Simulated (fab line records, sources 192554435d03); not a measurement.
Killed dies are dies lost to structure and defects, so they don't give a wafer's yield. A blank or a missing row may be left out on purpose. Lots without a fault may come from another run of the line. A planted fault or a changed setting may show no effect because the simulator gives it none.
Chamber matching | flow n5_finfet | N5_HKMG_FIN_PWFM_ALD_03 on ald_metal-03: 4 sister chambers
The step deposits TiN, target thk 2 nm, pulse time 1 s, purge time 3 s. 8 wafers are shown with their chamber, then 7 later ones without.

WAFERS WITH THEIR CHAMBER
wafer  | chamber | heater_power_w (W) | chamber_pressure_Torr (Torr)
L078.3 | 1       | 1013               | 2.996
L083.2 | 1       | 992                | 2.997
L084.2 | 3       | 989                | 2.988
L086.4 | 2       | 936                | 3.008
L086.5 | 0       | 983                | 3.002
L086.6 | 3       | 993                | 3.004
L089.3 | 0       | 978                | 2.999
L089.4 | 2       | 944                | 3.008

WAFERS WITHOUT THEIR CHAMBER
wafer  | heater_power_w (W) | chamber_pressure_Torr (Torr)
L089.5 | 1030               | 3.011
L090.2 | 974                | 3.009
L090.3 | 934                | 2.999
L090.4 | 987                | 2.998
L097.1 | 988                | 3.008
L097.3 | 992                | 3.000
L097.6 | 1040               | 3.001

WHICH CHAMBER EACH WENT THROUGH
wafer  | from the rows above          | in truth
L089.5 | can't be placed: 1 or 3      | 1
L090.2 | can't be placed: 0 or 3      | 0
L090.3 | 2                            | 2
L090.4 | can't be placed: 3 or 0 or 1 | 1
L097.1 | can't be placed: 0 or 3 or 1 | 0
L097.3 | can't be placed: 3 or 0 or 1 | 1
L097.6 | can't be placed: 1 or 3      | 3
Placed correctly: 1 of 7. Can't be placed from these rows: 6 (the true chamber is among the candidates in 6). Placed wrongly: 0.
How it was worked out, from the rows above alone: a wafer's distance from a chamber is the root of the sum, over the readings, of the square of ((its reading less the chamber's mean) divided by the reading's scatter). The wafer belongs to the nearest chamber; if the next one is less than 2 further off, it can't be placed. A chamber's mean is the mean of its shown wafers. The scatter: the root of (the sum of the squares of (reading less its chamber's mean) over the shown wafers, divided by (wafers less chambers)).
